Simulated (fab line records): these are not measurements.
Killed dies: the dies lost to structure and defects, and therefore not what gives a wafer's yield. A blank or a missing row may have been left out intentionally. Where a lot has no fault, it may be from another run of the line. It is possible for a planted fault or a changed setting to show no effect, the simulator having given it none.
A lot that was struck, set against a sound lot    flow n5 finfet    36 out of 1938 route steps
Sound: these wafers, L670.3, L670.4, L670.6. Struck: wafer L687.2. The cause comes at the end.
For every step that has rows: the tool of each side, followed by ch and its chambers, followed by its first start. Under that, the readings that differ: sound wafers    struck wafers    difference of the means    sigmas: that difference in standard deviations of wafers without a fault.
alike: readings whose means differ by less than 2 such deviations, and words and numbers that are the same on both sides. not compared: withheld readings, readings that some wafer has no value for, bounds like >300 that may hide the same value, and numbers for which the record gives no deviation and whose values overlap.
Wherever a step has rows on one side only, a row that says differs or no value, or a row with sigmas, the two part there. When numbers do not overlap yet have no deviation, they are printed without sigmas and do not part them. A reading missing from all wafers of one side parts the sides only when that side holds two or more wafers.

first, 2 steps without rows for these wafers: N5_BEOL_M10_PEB_26 (peb time 60 s); N5_BEOL_M10_DEVELOP_27 (develop time 30 s).
N5_BEOL_M10_CD_MEAS_28: target cd 70 nm.
  sound on cd sem-01 ch 0, day 10 19:33; struck on cd sem-01 ch 0, day 15 22:32
  alike: cd nm
N5_BEOL_M10_OVL_MEAS_29:
  sound on overlay-01 ch 0, day 10 19:35; struck on overlay-02 ch 0, day 15 22:34
reading      sound          struck  difference  sigmas
V9_OVL (nm)  -1.6 -0.1 0.0  1.0     +1.6        +3
N5_BEOL_M10_INSPECT_30: inspects for defects (brightfield).
  sound: defect inspect-01 at day 10 19:36; struck: defect inspect-01 at day 15 22:35
  alike: raw defect count
then, 2 steps without rows for these wafers: N5_BEOL_M10_DESCUM_33 (chemistry O2, time 7.9 s); N5_BEOL_M10_ETCH_65 (etches SiARC in CF4, target depth 39 nm, time 65 s).
N5_BEOL_M10_ETCH_66: etches SOC in N2/H2, target depth 120 nm, overetch 24 nm, time 180 s.
  sound on rie diel-06 ch 0,2, day 10 19:54; struck on rie diel-02 ch 0, day 15 22:43
reading                sound           struck  difference  sigmas
oes product au (a.u.)  0.66 0.69 0.65  0.56    -0.11       -3
  alike: drypump motor current A, rf fwd power W, rf vpp V, showerhead plenum p Torr, temp c, throttle valve pct
  not compared: rf hours counter h
then, 3 steps without rows for these wafers: N5_BEOL_M10_STRIP_69 (strips in N2/H2); N5_BEOL_M10_VIA_ETCH_34 (etches SiCOH lowk in C4F6/O2, target depth 184.5 nm, time 69.2 s); N5_BEOL_M10_STRIP_73 (strips in C4F6/O2).
N5_BEOL_M10_STRIP_36: strips in N2/H2.
  sound on rie diel-06 ch 0,2, day 10 20:05; struck on rie diel-02 ch 0, day 15 22:54
reading                sound           struck  difference  sigmas
oes product au (a.u.)  0.78 0.84 0.78  0.67    -0.13       -3
  alike: drypump motor current A, rf vpp V, showerhead plenum p Torr, temp c, throttle valve pct
  not compared: rf hours counter h
N5_BEOL_M10_TRENCH_ETCH_37: etches SiCOH lowk in C4F6/O2, target depth 148.83 nm, time 48 s.
  sound on rie diel-06 ch 0,2, day 10 20:08; struck on rie diel-02 ch 0, day 15 22:56
reading                               sound              struck  difference  sigmas
oes_f_703_au (a.u.)                   0.78 0.84 0.78     1.17    +0.37       +7
oes_o_777_au (a.u.)                   0.79 0.83 0.78     1.08    +0.28       +5
rf fwd power W (W)                    341.5 341.6 342.1  549.4   +207.7      +99 or more
rf vpp V (V)                          667 654 667        522     -141        -10
model.etch.depth nm (nm)              142 150.9 142.2    170.7   +25.7       
model.BEOL_M10.feature depth nm (nm)  142 151 142.2      170.6   +25.5       
  alike: drypump motor current A, oes_ar_750_au, oes product au, showerhead plenum p Torr, throttle valve pct
  not compared: rf hours counter h
then, 2 steps without rows for these wafers: N5_BEOL_M10_ETCH_41 (etches SiCN in CH3F/O2, target depth 42.6 nm, time 86 s); N5_BEOL_M10_STRIP_77 (strips in N2/H2, time 10 s).
N5_BEOL_M10_OCD_MEAS_38:
  sound: ocd-02 at day 10 20:19; struck: ocd-02 at day 15 23:07
reading               sound              struck  difference  sigmas
trench depth nm (nm)  142.3 150.3 142.1  171.0   +26.1       +9
then, 4 steps without rows for these wafers: N5_BEOL_M10_HM_STRIP_39 (strips TiN in peroxide tin strip, target depth 25 nm, time 158 s); N5_BEOL_M10_SRD_40 (time 30 s); N5_BEOL_M10_PRECLEAN_42 (cleans in residue remover, time 60 s); N5_BEOL_M10_SRD_43 (time 30 s).
N5_BEOL_M10_CD_MEAS_35: target cd 70 nm.
  sound: cd sem-01 at day 10 20:28; struck: cd sem-03 at day 15 23:16
reading     sound           struck  difference  sigmas
cd nm (nm)  69.6 70.1 68.9  71.9    +2.4        +3
then, 1 step without rows for these wafers: N5_BEOL_M10_CURE_72 (cures SiCOH lowk, time 120 s).
N5_BEOL_M10_DEGAS_44: time 60 s.
  sound: pvd sputter-03 at day 10 21:06; struck: pvd sputter-01 at day 16 00:02
  alike: heater power w
N5_BEOL_M10_PRE_CLEAN_45: time 30 s.
  sound: pvd sputter-03 at day 10 21:08; struck: pvd sputter-01 at day 16 00:04
  alike: heater power w
N5_BEOL_M10_ALD_74: deposits TaN, target thk 2 nm, pulse time 2 s, purge time 3 s.
  sound on ald metal-03 ch 0,1, day 10 21:12; struck on ald metal-02 ch 0, day 16 00:09
  alike: chamber pressure Torr, heater power w, mfc carrier sccm
then, 5 steps without rows for these wafers: N5_BEOL_M10_SURFACE_TREAT_76; N5_BEOL_M10_CVD_75 (deposits Co from CCTBA/H2, target thk 2 nm, time 138.9 s); N5_BEOL_M10_SPUTTER_48 (material Cu, target thk 12 nm, time 2 s); N5_BEOL_M10_ECD_50 (material Cu, target thk 318 nm); N5_BEOL_M10_ANNEAL_51 (time 90 s).
N5_BEOL_M10_CMP_52: polishes, stops on SiCOH lowk, t overpolish 7 s, target thk 140 nm.
  sound on cmp-03 ch 0,3, day 10 22:57; struck on cmp-02 ch 3, day 16 01:40
reading                                  sound              struck  difference  sigmas
model.Cu_of_BEOL_M10_ECD_50.thk nm (nm)  134.2 140.8 132.2  163.4   +27.7       
  alike: barrier field endpoint s, motor current A, overpolish run s, slurry filter dp kPa, time to endpoint s
N5_BEOL_M10_THK_MEAS_53: measures by xrf.
  sound: film metro-02 at day 10 23:14; struck: film metro-02 at day 16 01:57
reading       sound        struck  difference  sigmas
M10_THK (nm)  138 144 135  168     +29         +9
then, 2 steps without rows for these wafers: N5_BEOL_M10_PRE_CLEAN_55 (time 15 s); N5_BEOL_M10_DEP_56 (deposits SiCN from 3MS/NH3, target thk 15 nm, time 26.5 s).
N5_BEOL_M10_RS_MEAS_57: the measuring method here is four-point-probe.
  sound: film metro-01 at day 10 23:23; struck: film metro-02 at day 16 02:07
reading          sound              struck  difference  sigmas
M10_RS (ohm/sq)  0.158 0.150 0.161  0.128   -0.028      -8
N5_BEOL_M10_INSPECT_58: inspects for defects (darkfield).
  sound: defect inspect-02 at day 10 23:25; struck: defect inspect-02 at day 16 02:09
  alike: raw defect count

== WHERE THEY PART ==
First at N5_BEOL_M10_OVL_MEAS_29; last, within this record, at N5_BEOL_M10_RS_MEAS_57. Later steps at which nothing parts them and some readings are alike: N5_BEOL_M10_INSPECT_58.

WHY: what the simulator had put in
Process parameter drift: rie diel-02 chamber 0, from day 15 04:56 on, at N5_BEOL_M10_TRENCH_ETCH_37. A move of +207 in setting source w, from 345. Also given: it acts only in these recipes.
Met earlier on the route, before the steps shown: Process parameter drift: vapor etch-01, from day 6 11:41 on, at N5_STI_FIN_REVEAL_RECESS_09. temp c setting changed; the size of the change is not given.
